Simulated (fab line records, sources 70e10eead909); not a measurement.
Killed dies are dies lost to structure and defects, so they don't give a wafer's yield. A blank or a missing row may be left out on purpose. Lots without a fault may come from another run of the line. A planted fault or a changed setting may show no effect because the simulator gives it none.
Chamber matching | flow nand_harc | NHARC_A_STAIRCASE_TRIM_196 on rie_diel-01: 4 sister chambers
The step chemistry O2, time 211.2 s. 8 wafers are shown with their chamber, then 10 later ones without.

WAFERS WITH THEIR CHAMBER
wafer  | chamber | drypump_motor_current_A (A) | showerhead_plenum_p_Torr (Torr)
L075.5 | 1       | 6.4                         | 3.35
L082.1 | 1       | 6.4                         | 3.34
L082.6 | 0       | 5.4                         | 3.55
L085.1 | 2       | 5.7                         | 3.28
L085.2 | 3       | 5.8                         | 3.77
L085.3 | 0       | 5.4                         | 3.55
L090.1 | 3       | 5.9                         | 3.76
L090.3 | 2       | 5.7                         | 3.27

WAFERS WITHOUT THEIR CHAMBER
wafer  | drypump_motor_current_A (A) | showerhead_plenum_p_Torr (Torr)
L090.5 | 5.8                         | 3.76
L091.3 | 5.8                         | 3.76
L091.4 | 6.4                         | 3.32
L091.6 | 5.7                         | 3.27
L092.1 | 5.4                         | 3.54
L092.2 | 6.4                         | 3.32
L092.3 | 5.7                         | 3.26
L094.1 | 6.4                         | 3.32
L094.2 | 5.7                         | 3.26
L094.4 | 5.4                         | 3.54

WHICH CHAMBER EACH WENT THROUGH
wafer  | from the rows above | in truth
L090.5 | 3                   | 3
L091.3 | 3                   | 3
L091.4 | 1                   | 1
L091.6 | 2                   | 2
L092.1 | 0                   | 0
L092.2 | 1                   | 1
L092.3 | 2                   | 2
L094.1 | 1                   | 1
L094.2 | 2                   | 2
L094.4 | 0                   | 0
Placed correctly: 10 of 10. Can't be placed from these rows: 0. Placed wrongly: 0.
How it was worked out, from the rows above alone: a wafer's distance from a chamber is the root of the sum, over the readings, of the square of ((its reading less the chamber's mean) divided by the reading's scatter). The wafer belongs to the nearest chamber; if the next one is less than 2 further off, it can't be placed. A chamber's mean is the mean of its shown wafers. The scatter: the root of (the sum of the squares of (reading less its chamber's mean) over the shown wafers, divided by (wafers less chambers)).
